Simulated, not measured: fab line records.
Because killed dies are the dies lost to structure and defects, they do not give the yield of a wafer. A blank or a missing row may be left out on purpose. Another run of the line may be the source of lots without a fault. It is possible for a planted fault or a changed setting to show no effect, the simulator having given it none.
What tool caused it?    flow n5-finfet    72 wafers from 24 lots sampled at 6 of the route's 1938 steps

## WHAT THE GAUGES SHOWED, per wafer
N5_GATE_CUT_INSPECT_26: inspects for defects (darkfield).
lot   measured      on                 raw-defect-count
L074  day 4 14:23   defect-inspect-02  22 27 12
L075  day 5 01:33   defect-inspect-02  26 36 30
L076  day 5 15:14   defect-inspect-02  21 37 33
L077  day 5 22:13   defect-inspect-01  39 40 23
L078  day 5 23:23   defect-inspect-01  28 18 16
L079  day 6 02:41   defect-inspect-02  14 28 30
L080  day 6 08:25   defect-inspect-02  30 52 18
L081  day 6 12:15   defect-inspect-02  69 70 45
L082  day 6 17:59   defect-inspect-01  38 35 52
L083  day 7 01:34   defect-inspect-02  41 34 26
L084  day 7 06:37   defect-inspect-02  32 23 41
L085  day 7 11:58   defect-inspect-02  44 20 25
L086  day 8 01:30   defect-inspect-01  45 40 39
L087  day 8 03:04   defect-inspect-02  48 50 70
L088  day 8 11:11   defect-inspect-02  36 30 20
L089  day 8 13:32   defect-inspect-01  23 29 39
L090  day 8 22:13   defect-inspect-02  42 27 22
L091  day 9 03:29   defect-inspect-02  28 26 13
L092  day 9 05:38   defect-inspect-01  31 50 49
L093  day 9 14:19   defect-inspect-02  41 44 20
L094  day 9 15:49   defect-inspect-01  41 55 69
L095  day 9 22:28   defect-inspect-02  21 25 20
L097  day 10 07:14  defect-inspect-01  66 40 50
L096  day 10 09:32  defect-inspect-02  50 33 28

N5_MOL_CONTACT_COAG_CD_MEAS_137: target cd 16 nm.
lot   measured      on         cd-nm (nm)
L074  day 5 03:29   cd-sem-01  15.6 15.8 15.8
L075  day 5 12:38   cd-sem-01  15.6 15.7 15.5
L076  day 6 03:33   cd-sem-03  15.5 15.6 15.1
L077  day 6 14:17   cd-sem-02  14.8 15.3 15.8
L078  day 6 15:50   cd-sem-01  16.2 16.1 16.1
L079  day 6 17:46   cd-sem-01  16.0 15.7 16.0
L080  day 6 20:08   cd-sem-02  15.3 16.3 16.1
L081  day 6 23:17   cd-sem-02  15.5 15.1 16.8
L082  day 7 06:38   cd-sem-02  16.3 15.6 15.8
L083  day 7 11:49   cd-sem-01  15.7 15.2 15.2
L084  day 7 18:33   cd-sem-01  15.3 16.3 15.8
L085  day 7 22:50   cd-sem-01  16.1 16.2 16.1
L086  day 8 17:07   cd-sem-03  15.3 15.1 15.6
L087  day 8 17:26   cd-sem-01  16.2 15.9 15.7
L088  day 9 00:52   cd-sem-01  15.0 15.6 14.9
L089  day 9 02:49   cd-sem-01  15.0 15.6 15.2
L090  day 9 11:22   cd-sem-01  16.4 16.2 16.3
L091  day 9 15:20   cd-sem-03  15.0 15.7 15.6
L092  day 9 17:38   cd-sem-01  16.0 15.5 15.4
L093  day 10 02:22  cd-sem-01  15.4 16.2 16.0
L094  day 10 03:07  cd-sem-03  16.2 15.5 15.5
L095  day 10 10:27  cd-sem-02  15.3 15.1 16.1
L097  day 10 21:49  cd-sem-01  16.4 15.9 15.9
L096  day 11 00:07  cd-sem-03  15.4 15.8 15.6

N5_MOL_CONTACT_COAG_THK_MEAS_53.
lot   measured      on             VIA_MOL_THK (nm)
L074  day 5 06:13   film-metro-02  43.6 43.4 43.2
L075  day 5 15:24   film-metro-01  43.1 45.1 44.0
L076  day 6 05:41   film-metro-02  43.9 44.4 43.5
L077  day 6 16:55   film-metro-02  44.0 43.7 44.5
L078  day 6 18:26   film-metro-01  43.9 43.5 43.8
L079  day 6 20:16   film-metro-02  43.1 44.8 44.4
L080  day 6 22:25   film-metro-02  43.0 43.5 44.2
L081  day 7 01:29   film-metro-01  42.6 43.6 44.8
L082  day 7 08:52   film-metro-01  44.0 44.0 44.8
L083  day 7 14:22   film-metro-01  42.7 43.4 43.3
L084  day 7 20:51   film-metro-01  43.8 43.2 44.1
L085  day 8 01:14   film-metro-01  42.7 43.0 43.2
L086  day 8 19:16   film-metro-02  43.3 43.1 43.5
L087  day 8 19:53   film-metro-02  42.7 43.7 43.4
L088  day 9 03:42   film-metro-01  42.9 44.0 43.6
L089  day 9 05:02   film-metro-01  43.2 42.9 43.3
L090  day 9 13:38   film-metro-02  44.0 44.5 44.4
L091  day 9 17:41   film-metro-02  43.7 43.0 44.8
L092  day 9 19:40   film-metro-02  42.7 44.2 43.9
L093  day 10 04:34  film-metro-02  43.4 44.4 43.8
L094  day 10 05:38  film-metro-01  44.4 44.7 44.5
L095  day 10 12:36  film-metro-01  43.9 44.5 44.4
L097  day 10 23:50  film-metro-02  43.3 44.7 43.9
L096  day 11 02:35  film-metro-02  44.2 44.9 44.6

## WHICH TOOL RAN EACH LOT (tool, then ch and the chambers of the sampled wafers, then the start)
lot   N5_MOL_CONTACT_COAG_SIL_ANNEAL_21  N5_MOL_CONTACT_COAG_CMP_23     N5_MOL_CONTACT_COAG_ETCH_65
L074  rtp-anneal-01 ch 0, day 4 17:36    cmp-01 ch 0,1,3, day 4 20:49   rie-diel-03 ch 0,1, day 5 03:58
L075  rtp-anneal-02 ch 0, day 5 03:28    cmp-04 ch 2,3, day 5 06:29     rie-diel-02 ch 0,2,3, day 5 13:22
L076  rtp-anneal-01 ch 0, day 5 17:17    cmp-04 ch 2,3, day 5 21:41     rie-diel-04 ch 1,2,3, day 6 04:10
L077  rtp-anneal-02 ch 0, day 6 00:50    cmp-01 ch 0,2,3, day 6 08:58   rie-diel-03 ch 0,1,2, day 6 15:03
L078  rtp-anneal-01 ch 0, day 6 01:36    cmp-04 ch 0,3, day 6 09:05     rie-diel-02 ch 1,3, day 6 16:30
L079  rtp-anneal-02 ch 0, day 6 06:44    cmp-04 ch 0,1,2, day 6 10:59   rie-diel-02 ch 0,1,2, day 6 18:38
L080  rtp-anneal-02 ch 0, day 6 10:38    cmp-04 ch 0,1, day 6 15:01     rie-diel-02 ch 1,2,3, day 6 20:44
L081  rtp-anneal-02 ch 0, day 6 15:02    cmp-04 ch 2,3, day 6 18:40     rie-diel-04 ch 0,3, day 6 23:54
L082  rtp-anneal-01 ch 0, day 6 20:10    cmp-01 ch 0,3, day 7 01:31     rie-diel-04 ch 0,2,3, day 7 07:19
L083  rtp-anneal-02 ch 0, day 7 03:49    cmp-04 ch 0,1, day 7 07:14     rie-diel-02 ch 0,3, day 7 12:25
L084  rtp-anneal-01 ch 0, day 7 08:44    cmp-03 ch 0,2,3, day 7 13:05   rie-diel-04 ch 1,2,3, day 7 19:14
L085  rtp-anneal-01 ch 0, day 7 13:50    cmp-03 ch 1,2, day 7 16:38     rie-diel-04 ch 1,2, day 7 23:22
L086  rtp-anneal-02 ch 0, day 8 04:53    cmp-04 ch 1,2,3, day 8 09:25   rie-diel-03 ch 2,3, day 8 17:35
L087  rtp-anneal-02 ch 0, day 8 05:04    cmp-04 ch 0,2,3, day 8 09:41   rie-diel-02 ch 0,3, day 8 17:55
L088  rtp-anneal-02 ch 0, day 8 13:32    cmp-04 ch 1,2,3, day 8 17:43   rie-diel-02 ch 0,1,3, day 9 02:03
L089  rtp-anneal-01 ch 0, day 8 15:44    cmp-03 ch 0,1,2, day 8 20:50   rie-diel-04 ch 0,2,3, day 9 03:28
L090  rtp-anneal-02 ch 0, day 9 00:56    cmp-01 ch 0,3, day 9 06:26     rie-diel-04 ch 0,1,3, day 9 11:50
L091  rtp-anneal-02 ch 0, day 9 06:26    cmp-01 ch 1,2,3, day 9 10:03   rie-diel-03 ch 0,1, day 9 15:49
L092  rtp-anneal-01 ch 0, day 9 07:33    cmp-03 ch 0,1,3, day 9 12:35   rie-diel-03 ch 0,2,3, day 9 18:08
L093  rtp-anneal-01 ch 0, day 9 17:22    cmp-03 ch 2,3, day 9 21:01     rie-diel-02 ch 1,2, day 10 03:01
L094  rtp-anneal-02 ch 0, day 9 17:50    cmp-03 ch 1,3, day 9 21:20     rie-diel-04 ch 0,1, day 10 03:40
L095  rtp-anneal-02 ch 0, day 10 00:45   cmp-01 ch 1,2,3, day 10 05:43  rie-diel-04 ch 0,1,3, day 10 11:03
L097  rtp-anneal-01 ch 0, day 10 09:24   cmp-04 ch 0,2, day 10 14:03    rie-diel-03 ch 0,2, day 10 22:17
L096  rtp-anneal-01 ch 0, day 10 11:37   cmp-04 ch 0,1, day 10 19:11    rie-diel-04 ch 0,3, day 11 00:43
- N5_MOL_CONTACT_COAG_SIL_ANNEAL_21: time 60 s.
- N5_MOL_CONTACT_COAG_CMP_23: polishes, stops on SiO2, t overpolish 1.5 s, target thk 0 nm.
- N5_MOL_CONTACT_COAG_ETCH_65: etches underlayer in N2/H2, target depth 13 nm, time 10.4 s.

## WHAT THE TOOLS THEMSELVES READ (means of the sampled wafers that have a number; where no wafer has one, the mark that the record gives instead)
N5_MOL_CONTACT_COAG_SIL_ANNEAL_21.
lot   tool           lamp-power-pct (%)  wafer_temp_C_max
L074  rtp-anneal-01  6.8                 551.9
L075  rtp-anneal-02  6.2                 554.2
L076  rtp-anneal-01  6.8                 552.2
L077  rtp-anneal-02  6.2                 553.6
L078  rtp-anneal-01  6.8                 552.1
L079  rtp-anneal-02  6.2                 553.3
L080  rtp-anneal-02  6.2                 553.8
L081  rtp-anneal-02  6.2                 553.4
L082  rtp-anneal-01  6.8                 551.8
L083  rtp-anneal-02  6.2                 553.6
L084  rtp-anneal-01  6.8                 551.9
L085  rtp-anneal-01  6.8                 552.5
L086  rtp-anneal-02  6.2                 554.1
L087  rtp-anneal-02  6.2                 553.6
L088  rtp-anneal-02  6.2                 553.5
L089  rtp-anneal-01  6.8                 551.5
L090  rtp-anneal-02  6.2                 553.3
L091  rtp-anneal-02  6.2                 553.2
L092  rtp-anneal-01  6.8                 552.1
L093  rtp-anneal-01  6.8                 551.6
L094  rtp-anneal-02  6.2                 553.5
L095  rtp-anneal-02  6.2                 552.8
L097  rtp-anneal-01  6.8                 551.9
L096  rtp-anneal-01  6.8                 551.7

N5_MOL_CONTACT_COAG_CMP_23.
lot   tool    motor-current-A (A)  overpolish-run-s (s)  time-to-endpoint-s (s)
L074  cmp-01  7.4                  1.491                 10.7
L075  cmp-04  7.9                  1.498                 12.3
L076  cmp-04  7.8                  1.505                 6.2
L077  cmp-01  7.3                  1.502                 8.5
L078  cmp-04  7.7                  1.504                 9.1
L079  cmp-04  7.9                  1.501                 9.4
L080  cmp-04  7.7                  1.498                 8.1
L081  cmp-04  8.0                  1.511                 9.3
L082  cmp-01  7.0                  1.508                 9.8
L083  cmp-04  7.6                  1.507                 6.0
L084  cmp-03  7.8                  1.500                 8.5
L085  cmp-03  7.3                  1.510                 10.0
L086  cmp-04  7.6                  1.505                 8.0
L087  cmp-04  7.8                  1.500                 9.1
L088  cmp-04  7.7                  1.499                 6.4
L089  cmp-03  7.6                  1.492                 9.0
L090  cmp-01  6.8                  1.491                 11.4
L091  cmp-01  7.4                  1.494                 10.3
L092  cmp-03  7.8                  1.500                 6.3
L093  cmp-03  8.0                  1.498                 6.8
L094  cmp-03  8.0                  1.506                 10.4
L095  cmp-01  7.4                  1.494                 9.8
L097  cmp-04  7.6                  1.502                 11.1
L096  cmp-04  7.5                  1.511                 11.1

N5_MOL_CONTACT_COAG_ETCH_65.
lot   tool         drypump-motor-current-A (A)  etch-rf-on-time-s (s)  oes-product-au (a.u.)  rf-vpp-V (V)  showerhead-plenum-p-Torr (Torr)  throttle-valve-pct (%)
L074  rie-diel-03  5.4                          10.25                  0.72                   524.5         2.58                             17.65
L075  rie-diel-02  5.4                          10.27                  0.63                   524.0         2.53                             17.90
L076  rie-diel-04  6.1                          10.37                  0.66                   523.5         2.51                             17.84
L077  rie-diel-03  5.4                          10.21                  0.70                   524.9         2.56                             17.67
L078  rie-diel-02  5.8                          9.96                   0.64                   525.0         2.57                             17.86
L079  rie-diel-02  5.6                          10.42                  0.61                   524.2         2.56                             17.94
L080  rie-diel-02  5.7                          10.21                  0.63                   525.1         2.60                             18.03
L081  rie-diel-04  6.5                          10.35                  0.72                   522.6         2.53                             17.94
L082  rie-diel-04  6.3                          10.61                  0.65                   521.7         2.47                             18.01
L083  rie-diel-02  5.4                          10.30                  0.62                   520.9         2.44                             17.66
L084  rie-diel-04  6.1                          10.41                  0.65                   522.8         2.50                             17.85
L085  rie-diel-04  6.1                          10.48                  0.59                   522.2         2.47                             17.84
L086  rie-diel-03  5.6                          10.32                  0.78                   527.3         2.65                             17.59
L087  rie-diel-02  5.4                          10.24                  0.62                   521.3         2.44                             17.68
L088  rie-diel-02  5.7                          10.34                  0.61                   523.1         2.52                             17.80
L089  rie-diel-04  6.2                          10.56                  0.70                   523.9         2.57                             17.89
L090  rie-diel-04  6.5                          10.23                  0.80                   524.8         2.60                             17.70
L091  rie-diel-03  5.5                          10.27                  0.65                   524.6         2.55                             17.85
L092  rie-diel-03  5.6                          10.23                  0.70                   525.2         2.59                             17.74
L093  rie-diel-02  5.5                          10.63                  0.59                   526.3         2.63                             18.24
L094  rie-diel-04  6.4                          10.07                  0.82                   524.9         2.57                             17.57
L095  rie-diel-04  6.5                          10.28                  0.78                   526.7         2.60                             17.71
L097  rie-diel-03  5.5                          10.20                  0.65                   523.6         2.54                             17.74
L096  rie-diel-04  6.6                          10.36                  0.75                   527.0         2.67                             17.87

## THE ANSWER, worked out from the rows above alone
Rule: what is usual is taken from the lots themselves. Put in order of their means at a reading, lots are off if they are a third of the lots or fewer, leave a main group of 4 or more, and stand apart from it by a gap of 3 or more times the standard deviation of the main group's means; of several such gaps the widest counts. A main group is skipped when, at the precision printed for the reading in the tables above, its means are all equal. Also off: a lot with no number at a reading for which 4 or more lots have one. The other lots that the step has rows for count as sound. After the gauges, taken in route order, come the tools' own readings; for these a lot's mean is taken, as printed above. At the first step where some lot is off, the reading lying furthest off is the one used; lots without a number count as furthest.
No lot is off at any reading shown: from this, nothing can be told.

## WHAT WAS PUT IN BY THE SIMULATOR
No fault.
